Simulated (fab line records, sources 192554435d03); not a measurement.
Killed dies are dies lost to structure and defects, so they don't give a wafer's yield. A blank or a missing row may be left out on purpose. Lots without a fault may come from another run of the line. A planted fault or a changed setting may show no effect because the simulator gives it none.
fab line records | flow n5_finfet
record lots=7 wafers=21
route steps=1938 shown BEOL_M10@1495 BEOL_M11@1540 BEOL_M13@1661 BEOL_M14@1743
start_h: hours from the record's first day to the start of the lot's first wafer shown | wait_h: hours since the lot's step before | " the same as in the row above | L1.1+2: a row that stands for several wafers | - no value, or no start given | * or withheld: withheld | < > ~ a bound
route shown NAME@n: a module of which the file shows steps, and the number in the route of the first | usual: mean/standard deviation of fault-free wafers | same: alike in all rows | chamber/n: place in a boat | sites: the reading at each site | _std_site: their standard deviation | _edge_site: outer sites' mean less inner sites' | radius_mm: how far each site lies from the wafer's centre | mask NAME#n: copy n | behind: the tool/chamber that last shaped the wafer | hold: why the lot was held/for how many hours/how that ended | device: the transistor (n, p or np) that didn't switch | end of line: the same wafers' tests at the end of the route | a step without rows: its recipe alone | killed: dies lost to structure and defects at the first sort, not the wafer's yield | map: a wafer's dies, x killed, . not, _ none there
set.NAME: the setting as run; set.NAME@STEP: as run at that earlier step | model.NAME: the simulator's own value behind a step, which no gauge read
lots whose settings were changed on purpose; a table a step, a row a wafer
## steps
# step N5_BEOL_M10_COAT_64
# recipe resist=SiARC temp_c=220 time_s=60 spin_rpm=1500 resist_thk_nm=30
# columns lot.wafer tool chamber start_h wait_h set.spin_rpm model.SiARC_of_BEOL_M10_COAT_64.thk_nm
L074.2 litho_track-02 0 - - 1500 30
L074.4+6 " 0 " " 1500 30.2
L084.3+5 litho_track-02 0 - - 1500 30
L084.4 " 0 " " 1593 29.2
L085.1 litho_track-04 0 - - 1635 28.6
L085.3+4 " 0 " " 1500 30
L086.2 litho_track-04 0 - - 1340 31.8
L086.5 " 0 " " 1340 32
L086.6 " 0 " " 1500 30
L089.2+5 litho_track-03 0 - - 1500 29.8
L089.6 " 0 " " 1627 28.6
L090.1+2+6 litho_track-03 0 - - 1448 30.4
L093.1+5 litho_track-04 0 - - 1500 29.8
L093.2 " 0 " " 1500 30
# step N5_BEOL_M10_COAT_22
# recipe resist=CAR-ArF spin_rpm=1500 resist_thk_nm=90
# columns lot.wafer tool chamber start_h wait_h set.spin_rpm model.CAR-ArF_of_BEOL_M10_COAT_22.thk_nm
L074.2 litho_track-02 0 - - 1342 95.6
L074.4 " 0 " " 1342 95.4
L074.6 " 0 " " 1500 90.2
L084.3+4 litho_track-02 0 - - 1500 90
L084.5 " 0 " " 1500 90.2
L085.1 litho_track-04 0 - - 1500 90
L085.3 " 0 " " 1500 90.4
L085.4 " 0 " " 1500 90.6
L086.2 litho_track-04 0 - - 1625 87
L086.5 " 0 " " 1500 90.2
L086.6 " 0 " " 1625 86.8
L089.2 litho_track-03 0 - - 1430 92
L089.5 " 0 " " 1430 91.8
L089.6 " 0 " " 1500 89.6
L090.1+2+6 litho_track-03 0 - - 1500 89.6
L093.1 litho_track-04 0 - - 1500 89.8
L093.2+5 " 0 " " 1500 90
# step N5_BEOL_M10_EBR_24
# recipe solvent=PGMEA ebr_width_mm=1.5
# step N5_BEOL_M10_SOFTBAKE_23
# recipe temp_c=110 time_s=60 resist=CAR-ArF
# step N5_BEOL_M10_EXPOSE_25
# recipe mask_id=V9 na=1.35 source_shape=annular sigma_inner=0.5 sigma_outer=0.8 polarization=unpolarized dose_mj=85.5
# step N5_BEOL_M10_PEB_26
# recipe peb_temp_c=withheld peb_time_s=60 resist=CAR-ArF
# step N5_BEOL_M10_DEVELOP_27
# recipe develop_time_s=30 developer=TMAH resist=CAR-ArF rinse_liquid=diw dry=air_spin dev_temp_c=23
# columns lot.wafer tool chamber start_h wait_h set.spin_rpm@BEOL_M10_COAT_22 model.CAR-ArF_of_BEOL_M10_COAT_22.thk_nm
L074.2+4 litho_track-03 0 - - 1342 93.8
L074.6 " 0 " " 1500 88.6
L084.3+4+5 litho_track-03 0 - - 1500 88.4
L085.1 litho_track-04 0 - - 1500 88.4
L085.3 " 0 " " 1500 88.6
L085.4 " 0 " " 1500 88.8
L086.2 litho_track-02 0 - - 1625 85.2
L086.5 " 0 " " 1500 88.4
L086.6 " 0 " " 1625 85
L089.2 litho_track-04 0 - - 1430 90.2
L089.5 " 0 " " 1430 90
L089.6 " 0 " " 1500 88
L090.1 litho_track-04 0 - - 1500 88
L090.2+6 " 0 " " 1500 87.8
L093.1 litho_track-04 0 - - 1500 88.2
L093.2+5 " 0 " " 1500 88.4
# step N5_BEOL_M10_DESCUM_33
# recipe chemistry=O2 time_s=7.9 source_power_w=50 bias_power_w=20 pressure_mtorr=20 rf_frequency_hz=2.712e+07 temp_c=40 resist=CAR-ArF o2_flow_sccm=225
# step N5_BEOL_M10_ETCH_65
# recipe chemistry=CF4 target=SiARC target_depth_a=390 mask_material=CAR-ArF time_s=65 ion_energy_ev=80 pressure_mtorr=40 source_w=545 bias_w=36 Ar_flow_sccm=100 cf4_flow_sccm=100 ends=cleared
# columns lot.wafer tool chamber start_h wait_h set.spin_rpm@BEOL_M10_COAT_64 set.spin_rpm@BEOL_M10_COAT_22 model.CAR-ArF_of_BEOL_M10_COAT_22.thk_nm model.etch.depth_nm
L074.2 rie_diel-04 2 225.43 0.0 1500 1342 61 30.08
L074.4 " 1 " " 1500 1342 60.8 30.14
L074.6 " 0 " " 1500 1500 55.6 30.1
L084.3 rie_diel-02 1 287.40 0.0 1500 1500 55.6 30.02
L084.4 " 3 " " 1593 1500 56.4 29.11
L084.5 " 2 " " 1500 1500 55.6 30.08
L085.1 rie_diel-02 3 296.83 0.0 1635 1500 56.8 28.7
L085.3 " 2 " " 1500 1500 55.8 29.98
L085.4 " 0 " " 1500 1500 56.2 29.97
L086.2 rie_diel-01 3 302.70 0.0 1340 1625 50.8 31.81
L086.5 " 1 " " 1340 1500 53.8 31.97
L086.6 " 2 " " 1500 1625 52.2 30.07
L089.2 rie_diel-02 1 309.21 0.0 1500 1430 57.6 29.76
L089.5 " 3 " " 1500 1430 57.6 29.75
L089.6 " 0 " " 1627 1500 56.4 28.58
L090.1 rie_diel-01 2 328.30 0.0 1448 1500 54.8 30.45
L090.2 " 0 " " 1448 1500 54.6 30.5
L090.6 " 0 " " 1448 1500 54.8 30.36
L093.1 rie_diel-02 1 333.66 0.0 1500 1500 55.4 29.88
L093.2 " 3 " " 1500 1500 55.6 29.99
L093.5 " 3 " " 1500 1500 55.8 29.82
# step N5_BEOL_M10_ETCH_66
# recipe chemistry=N2/H2 target=SOC target_depth_a=1200 overetch_a=240 mask_material=SiARC temp_c=40 time_s=180 ion_energy_ev=200 pressure_mtorr=30 source_w=840 bias_w=150 n2_flow_sccm=200 h2_flow_sccm=200
# columns lot.wafer tool chamber start_h wait_h set.spin_rpm@BEOL_M10_COAT_64 model.SiARC_of_BEOL_M10_COAT_64.thk_nm
L074.2+6 rie_diel-04 2,0 225.48 0.0 1500 23
L074.4 " 1 " " 1500 22.6
L084.3+5 rie_diel-02 1,2 287.45 0.0 1500 22.8
L084.4 " 3 " " 1593 22
L085.1 rie_diel-02 3 296.88 0.0 1635 21.6
L085.3 " 2 " " 1500 22.8
L085.4 " 0 " " 1500 23
L086.2 rie_diel-01 3 302.75 0.0 1340 24.4
L086.5 " 1 " " 1340 24.6
L086.6 " 2 " " 1500 23.2
L089.2 rie_diel-02 1 309.26 0.0 1500 22.4
L089.5 " 3 " " 1500 22.6
L089.6 " 0 " " 1627 21.6
L090.1 rie_diel-01 2 328.35 0.0 1448 23.4
L090.2+6 " 0 " " 1448 23.6
L093.1 rie_diel-02 1 333.71 0.0 1500 22.6
L093.2 " 3 " " 1500 23
L093.5 " 3 " " 1500 22.8
# step N5_BEOL_M11_HM_DEP_02
# recipe material=TiN target_thk_a=200 temp_c=25 chamber_pressure_pa=0.49996
# columns lot.wafer tool chamber start_h wait_h set.target_thk_a model.TiN_of_BEOL_M11_HM_DEP_02.thk_nm
L074.2+6 pvd_sputter-03 - 229.51 0.1 200 20
L074.4 " - " " 192.7 19.2
L084.3+5 pvd_sputter-03 - 292.07 0.5 200 20
L084.4 " - " " 200 20.2
L085.1 pvd_sputter-03 - 303.25 1.3 200 20
L085.3 " - " " 217.1 21.8
L085.4 " - " " 217.1 21.6
L086.2+5 pvd_sputter-01 - 306.57 0.3 200 19.8
L086.6 " - " " 200 20
L089.2 pvd_sputter-01 - 314.12 0.9 200 19.8
L089.5 " - " " 178.6 17.6
L089.6 " - " " 200 19.6
L090.1 pvd_sputter-01 - 333.29 0.8 209.5 21.4
L090.2 " - " " 209.5 21
L090.6 " - " " 200 20.2
L093.1 pvd_sputter-03 - 341.68 1.7 200 19.8
L093.2 " - " " 200 20.2
L093.5 " - " " 200 20
# step N5_BEOL_M11_COAT_59
# recipe resist=SOC temp_c=250 time_s=60 spin_rpm=1500 resist_thk_nm=100
# step N5_BEOL_M11_COAT_60
# recipe resist=SiARC temp_c=220 time_s=60 spin_rpm=1500 resist_thk_nm=30
# step N5_BEOL_M11_STRIP_68
# recipe chemistry=N2/H2 temp_c=40 n2_flow_sccm=200 h2_flow_sccm=200 rf_frequency_hz=6e+07
# step N5_BEOL_M11_STRIP_67
# recipe chemistry=CF4 resist=SiARC power_w=300 bias_power_w=75 pressure_mtorr=50 cf4_flow_sccm=150 rf_frequency_hz=6e+07
# step N5_BEOL_M11_HM_OPEN_17
# recipe chemistry=Cl2/BCl3 target_depth_a=200 overetch_a=60 target=TiN mask_material=SOC ion_energy_ev=150 pressure_mtorr=10 icp_w=1000 bias_w=126 Cl2_flow_sccm=53.25 bcl3_flow_sccm=21.75 Ar_flow_sccm=25
# columns lot.wafer tool chamber start_h wait_h set.target_thk_a@BEOL_M11_HM_DEP_02 model.etch.depth_nm
L074.2 rie_metal-03 0 230.25 0.0 200 20.01
L074.4 " 0 " " 192.7 19.22
L074.6 " 1 " " 200 20.05
L084.3 rie_metal-01 0 293.02 0.1 200 20.05
L084.4 " 1 " " 200 20.15
L084.5 " 1 " " 200 20.04
L085.1 rie_metal-01 1 305.14 0.0 200 19.94
L085.3 " 1 " " 217.1 21.74
L085.4 " 0 " " 217.1 21.61
L086.2 rie_metal-01 1 308.51 0.0 200 19.72
L086.5 " 0 " " 200 19.76
L086.6 " 1 " " 200 19.98
L089.2 rie_metal-01 1 315.32 0.0 200 19.73
L089.5 " 1 " " 178.6 17.68
L089.6 " 0 " " 200 19.69
L090.1 rie_metal-03 1 334.40 0.0 209.5 21.32
L090.2 " 0 " " 209.5 21.02
L090.6 " 1 " " 200 20.22
L093.1 rie_metal-03 0 342.60 0.0 200 19.89
L093.2 " 1 " " 200 20.18
L093.5 " 1 " " 200 20.03
# step N5_BEOL_M11_STRIP_19
# recipe chemistry=O2 power_w=400 temp_c=40 pressure_mtorr=30 rf_frequency_hz=6e+07 bias_power_w=0 overash_fraction=0.2 o2_flow_sccm=225
# step N5_BEOL_M11_STRIP_73
# recipe chemistry=C4F6/O2 resist=SiARC rf_frequency_hz=6e+07
# step N5_BEOL_M11_STRIP_36
# recipe chemistry=N2/H2 power_w=450 temp_c=40 pressure_mtorr=20 rf_frequency_hz=6e+07 overash_fraction=0.3 bias_power_w=7 h2_frac=0.5 n2_flow_sccm=200 h2_flow_sccm=200
# step N5_BEOL_M11_TRENCH_ETCH_37
# recipe chemistry=C4F6/O2 target_depth_a=1488.3 target=SiCOH_lowk time_s=48 ion_energy_ev=250 pressure_mtorr=30 source_w=345 bias_w=185 Ar_flow_sccm=300 C4F6_flow_sccm=10 O2_flow_sccm=10
# columns lot.wafer tool chamber start_h wait_h set.target_thk_a@BEOL_M11_HM_DEP_02 model.TiN_of_BEOL_M11_HM_DEP_02.thk_nm
L074.2 rie_diel-05 2 - - 200 15.8
L074.4 " 0 " " 192.7 15
L074.6 " 0 " " 200 16
L084.3+5 rie_diel-06 2,0 - - 200 15.8
L084.4 " 1 " " 200 16
L085.1 rie_diel-03 0 - - 200 15.8
L085.3 " 1 " " 217.1 17.8
L085.4 " 3 " " 217.1 17.6
L086.2+5 rie_diel-03 0 - - 200 15.6
L086.6 " 1 " " 200 16
L089.2 rie_diel-03 3 - - 200 15.8
L089.5 " 1 " " 178.6 13.6
L089.6 " 0 " " 200 15.6
L090.1 rie_diel-03 0 - - 209.5 17.2
L090.2 " 1 " " 209.5 17
L090.6 " 3 " " 200 16.2
L093.1+5 rie_diel-06 3,2 - - 200 15.8
L093.2 " 1 " " 200 16.2
# step N5_BEOL_M13_COAT_58
# recipe resist=BARC temp_c=205 time_s=60 spin_rpm=1500 resist_thk_nm=89
# columns lot.wafer tool chamber start_h wait_h set.spin_rpm model.BARC_of_BEOL_M13_COAT_58.thk_nm
L074.2 litho_track-02 0 244.24 0.0 1652 85
L074.4 " 0 " " 1500 89.4
L074.6 " 0 " " 1500 89.2
L084.3 litho_track-03 0 302.11 0.0 1500 88.8
L084.4 " 0 " " 1500 88.4
L084.5 " 0 " " 1663 84
L085.1 litho_track-03 0 316.63 0.0 1450 90.6
L085.3 " 0 " " 1500 88.8
L085.4 " 0 " " 1500 89.2
L086.2 litho_track-03 0 320.07 0.0 1500 88.6
L086.5 " 0 " " 1428 90.8
L086.6 " 0 " " 1428 90.6
L089.2 litho_track-03 0 324.94 0.0 1436 90.8
L089.5 " 0 " " 1500 88.8
L089.6 " 0 " " 1500 89
L090.1+6 litho_track-02 0 346.93 0.0 1500 89
L090.2 " 0 " " 1500 88.8
L093.1 litho_track-02 0 353.83 0.0 1500 88.6
L093.2 " 0 " " 1500 88.8
L093.5 " 0 " " 1500 89
# step N5_BEOL_M13_EXPOSE_07
# recipe mask_id=V12 na=0.93 source_shape=conventional sigma_outer=0.6 polarization=unpolarized attpsm_phase_deg=180 dose_mj=24.8
# columns lot.wafer tool chamber start_h wait_h mask set.dose_mj
L074.2+4 krf_scanner-01 0 244.47 - V12#0 26.51
L074.6 " 0 " " V12#0 24.8
L084.3+5 krf_scanner-02 0 302.22 - V12#0 26.1
L084.4 " 0 " " V12#0 24.8
L085.1+3+4 krf_scanner-02 0 316.73 - V12#0 24.8
L086.2+6 krf_scanner-02 0 320.18 - V12#0 24.8
L086.5 " 0 " " V12#0 23.88
L089.2+5+6 krf_scanner-02 0 325.04 - V12#0 24.8
L090.1+6 krf_scanner-02 0 347.07 - V12#0 23.97
L090.2 " 0 " " V12#0 24.8
L093.1+2+5 krf_scanner-02 0 353.93 - V12#0 24.8
# step N5_BEOL_M13_PEB_08
# recipe peb_temp_c=130 peb_time_s=90
# step N5_BEOL_M13_DEVELOP_09
# recipe develop_time_s=45 rinse_liquid=diw dry=air_spin dev_temp_c=21
# step N5_BEOL_M13_HARDBAKE_14
# recipe temp_c=130 time_s=120
# step N5_BEOL_M13_CD_MEAS_10
# recipe target_cd_nm=190 landing_energy_ev=500 detector=se_inlens polarity=opening
# usual cd_nm=190.0/1.1
# columns lot.wafer tool chamber start_h wait_h set.dose_mj@BEOL_M13_EXPOSE_07 cd_nm
L074.2 cd_sem-01 0 244.63 - 26.51 197.9
L074.4 " 0 " " 26.51 196.5
L074.6 " 0 " " 24.8 190.4
L084.3 cd_sem-03 0 302.38 - 26.1 196.6
L084.4 " 0 " " 24.8 191.1
L084.5 " 0 " " 26.1 196.5
L085.1 cd_sem-03 0 316.90 - 24.8 188.7
L085.3 " 0 " " 24.8 190.1
L085.4 " 0 " " 24.8 189.7
L086.2 cd_sem-01 0 320.35 - 24.8 188.1
L086.5 " 0 " " 23.88 184.7
L086.6 " 0 " " 24.8 189.1
L089.2 cd_sem-01 0 325.21 - 24.8 191.3
L089.5 " 0 " " 24.8 189.4
L089.6 " 0 " " 24.8 189.9
L090.1 cd_sem-01 0 347.25 - 23.97 186.9
L090.2 " 0 " " 24.8 189.2
L090.6 " 0 " " 23.97 186.7
L093.1 cd_sem-02 0 354.11 - 24.8 190.7
L093.2 " 0 " " 24.8 189.2
L093.5 " 0 " " 24.8 190.2
# step N5_BEOL_M13_DESCUM_15
# recipe chemistry=O2 time_s=7.9 source_power_w=50 bias_power_w=20 pressure_mtorr=20 rf_frequency_hz=2.712e+07 temp_c=40 o2_flow_sccm=225
# step N5_BEOL_M13_ETCH_59
# recipe chemistry=N2/H2 target=BARC target_depth_a=890 overetch_a=267 time_s=67.9 ion_energy_ev=200 pressure_mtorr=30 source_w=840 bias_w=150 n2_flow_sccm=200 h2_flow_sccm=200
# columns lot.wafer tool chamber start_h wait_h set.spin_rpm@BEOL_M13_COAT_58 model.etch.depth_nm
L074.2 rie_diel-03 0 244.76 0.0 1652 84.97
L074.4 " 2 " " 1500 89.45
L074.6 " 2 " " 1500 89.18
L084.3 rie_diel-06 0 302.66 0.0 1500 88.84
L084.4 " 2 " " 1500 88.47
L084.5 " 2 " " 1663 84.03
L085.1 rie_diel-03 3 317.02 0.0 1450 90.55
L085.3 " 0 " " 1500 88.84
L085.4 " 1 " " 1500 89.15
L086.2 rie_diel-06 3 320.47 0.0 1500 88.57
L086.5 " 3 " " 1428 90.88
L086.6 " 2 " " 1428 90.56
L089.2 rie_diel-03 2 325.49 0.0 1436 90.82
L089.5 " 1 " " 1500 88.72
L089.6 " 2 " " 1500 88.93
L090.1 rie_diel-03 2 347.43 0.0 1500 88.99
L090.2 " 0 " " 1500 88.81
L090.6 " 3 " " 1500 88.91
L093.1 rie_diel-03 3 354.23 0.0 1500 88.52
L093.2 " 2 " " 1500 88.83
L093.5 " 2 " " 1500 88.95
# step N5_BEOL_M13_VIA_ETCH_16
# recipe chemistry=C4F8/O2/Ar target=SiOC pressure_mtorr=30 source_w=3000 bias_w=700 Ar_flow_sccm=400 C4F8_flow_sccm=15 O2_flow_sccm=8 he_inner_torr=15 he_outer_torr=30 target_depth_a=9217 time_s=withheld ion_energy_ev=250 ends=cleared
# step N5_BEOL_M13_STRIP_63
# recipe chemistry=N2/H2 power_w=1000 temp_c=250 h2_frac=0.65 overash_fraction=0.3 pressure_mtorr=1000 n2_flow_sccm=1750 h2_flow_sccm=3250
# step N5_BEOL_M13_STRIP_64
# recipe chemistry=N2/H2 power_w=1000 temp_c=250 h2_frac=0.65 overash_fraction=0.3 pressure_mtorr=withheld n2_flow_sccm=1750 h2_flow_sccm=3250
# usual strip_time_to_endpoint_s=31.29/0.076
# columns lot.wafer tool chamber start_h wait_h set.spin_rpm@BEOL_M13_COAT_58 strip_time_to_endpoint_s
L074.2 plasma_asher-01 1 245.10 0.0 1652 30.16
L074.4 " 1 " " 1500 31.45
L074.6 " 1 " " 1500 31.37
L084.3 plasma_asher-02 1 303.03 0.0 1500 31.26
L084.4 " 0 " " 1500 31.16
L084.5 " 0 " " 1663 29.87
L085.1 plasma_asher-02 1 317.38 0.0 1450 31.77
L085.3 " 1 " " 1500 31.26
L085.4 " 0 " " 1500 31.36
L086.2 plasma_asher-01 0 320.82 0.0 1500 31.20
L086.5 " 1 " " 1428 31.83
L086.6 " 0 " " 1428 31.75
L089.2 plasma_asher-02 1 325.83 0.0 1436 31.83
L089.5 " 0 " " 1500 31.22
L089.6 " 1 " " 1500 31.30
L090.1 plasma_asher-01 0 347.78 0.0 1500 31.31
L090.2 " 1 " " 1500 31.27
L090.6 " 0 " " 1500 31.29
L093.1 plasma_asher-02 0 354.58 0.0 1500 31.18
L093.2 " 1 " " 1500 31.26
L093.5 " 1 " " 1500 31.30
# step N5_BEOL_M13_STRIP_71
# recipe chemistry=post_etch_residue_remover time_s=60 temp_c=25 remover_ph=withheld remover_water_wt_pct=withheld remover_fluoride_wt_pct=withheld
# step N5_BEOL_M13_SRD_72
# recipe time_s=30 temp_c=23 rinse_liquid=diw dry=n2_spin spin_rpm=1500 dry_time_s=30
# step N5_BEOL_M13_CD_MEAS_17
# recipe target_cd_nm=190 polarity=opening
# usual cd_nm=190.5/1.4
# columns lot.wafer tool chamber start_h wait_h set.dose_mj@BEOL_M13_EXPOSE_07 cd_nm
L074.2 cd_sem-03 - 245.25 0.0 26.51 200.4
L074.4 " - " " 26.51 195.6
L074.6 " - " " 24.8 190.4
L084.3 cd_sem-02 - 303.16 0.0 26.1 196.7
L084.4 " - " " 24.8 191.8
L084.5 " - " " 26.1 197.2
L085.1 cd_sem-01 - 317.53 0.0 24.8 189.5
L085.3 " - " " 24.8 191.5
L085.4 " - " " 24.8 191.3
L086.2 cd_sem-02 - 320.96 0.0 24.8 189.5
L086.5 " - " " 23.88 185.7
L086.6 " - " " 24.8 189.8
L089.2 cd_sem-03 - 325.98 0.0 24.8 191.7
L089.5 " - " " 24.8 189.8
L089.6 " - " " 24.8 190.4
L090.1 cd_sem-01 - 347.92 0.0 23.97 186.3
L090.2 " - " " 24.8 190.9
L090.6 " - " " 23.97 187.4
L093.1 cd_sem-02 - 354.72 0.0 24.8 190.6
L093.2 " - " " 24.8 189.1
L093.5 " - " " 24.8 189.9
# step N5_BEOL_M14_PEB_26
# recipe peb_temp_c=130 peb_time_s=90
# columns lot.wafer tool chamber start_h wait_h set.peb_temp_c
L074.2 litho_track-04 0 253.55 0.0 131.3
L074.4+6 " 0 " " 130
L084.3+4+5 litho_track-04 0 309.29 0.0 130
L085.1+4 litho_track-01 0 322.10 0.1 130
L085.3 " 0 " " 132.4
L086.2 litho_track-01 0 326.23 0.0 130
L086.5+6 " 0 " " 133.7
L089.2+6 litho_track-05 0 336.31 0.0 128.9
L089.5 " 0 " " 130
L090.1+2+6 litho_track-05 0 352.32 0.1 130
L093.1+2+5 litho_track-04 0 359.53 0.1 130
## key
split step=N5_BEOL_M10_COAT_64 setting=spin_rpm stated=1500 by=wafer
response step=N5_BEOL_M10_COAT_64 reading=model.SiARC_of_BEOL_M10_COAT_64.thk_nm change=-0.157 per=1% r=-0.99
response step=N5_BEOL_M10_ETCH_65 reading=model.etch.depth_nm change=-0.153 per=1% r=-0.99
response step=N5_BEOL_M10_ETCH_66 reading=model.SiARC_of_BEOL_M10_COAT_64.thk_nm change=-0.125 per=1% r=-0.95
response step=N5_BEOL_M10_ETCH_65 reading=model.CAR-ArF_of_BEOL_M10_COAT_22.thk_nm slope=+0.127 per=1% together_with=spin_rpm@BEOL_M10_COAT_22 explained=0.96
split step=N5_BEOL_M10_COAT_22 setting=spin_rpm stated=1500 by=wafer
response step=N5_BEOL_M10_COAT_22 reading=model.CAR-ArF_of_BEOL_M10_COAT_22.thk_nm change=-0.465 per=1% r=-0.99
response step=N5_BEOL_M10_DEVELOP_27 reading=model.CAR-ArF_of_BEOL_M10_COAT_22.thk_nm change=-0.455 per=1% r=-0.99
response step=N5_BEOL_M10_ETCH_65 reading=model.CAR-ArF_of_BEOL_M10_COAT_22.thk_nm change=-0.399 per=1% r=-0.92
split step=N5_BEOL_M11_HM_DEP_02 setting=target_thk_a stated=200 by=wafer
response step=N5_BEOL_M11_HM_DEP_02 reading=model.TiN_of_BEOL_M11_HM_DEP_02.thk_nm change=+0.2 per=1% r=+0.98
response step=N5_BEOL_M11_HM_OPEN_17 reading=model.etch.depth_nm change=+0.197 per=1% r=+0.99
response step=N5_BEOL_M11_TRENCH_ETCH_37 reading=model.TiN_of_BEOL_M11_HM_DEP_02.thk_nm change=+0.207 per=1% r=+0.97
split step=N5_BEOL_M13_COAT_58 setting=spin_rpm stated=1500 by=wafer
response step=N5_BEOL_M13_COAT_58 reading=model.BARC_of_BEOL_M13_COAT_58.thk_nm change=-0.429 per=1% r=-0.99
response step=N5_BEOL_M13_ETCH_59 reading=model.etch.depth_nm change=-0.433 per=1% r=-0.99
response step=N5_BEOL_M13_STRIP_64 reading=strip_time_to_endpoint_s change=* per=1% r=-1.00
split step=N5_BEOL_M13_EXPOSE_07 setting=dose_mj stated=24.8 by=wafer
response step=N5_BEOL_M13_CD_MEAS_10 reading=cd_nm change=+0.976 per=1% r=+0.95
response step=N5_BEOL_M13_CD_MEAS_17 reading=cd_nm change=+1.08 per=1% r=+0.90
split step=N5_BEOL_M14_PEB_26 setting=peb_temp_c stated=130 by=wafer
response none in this file
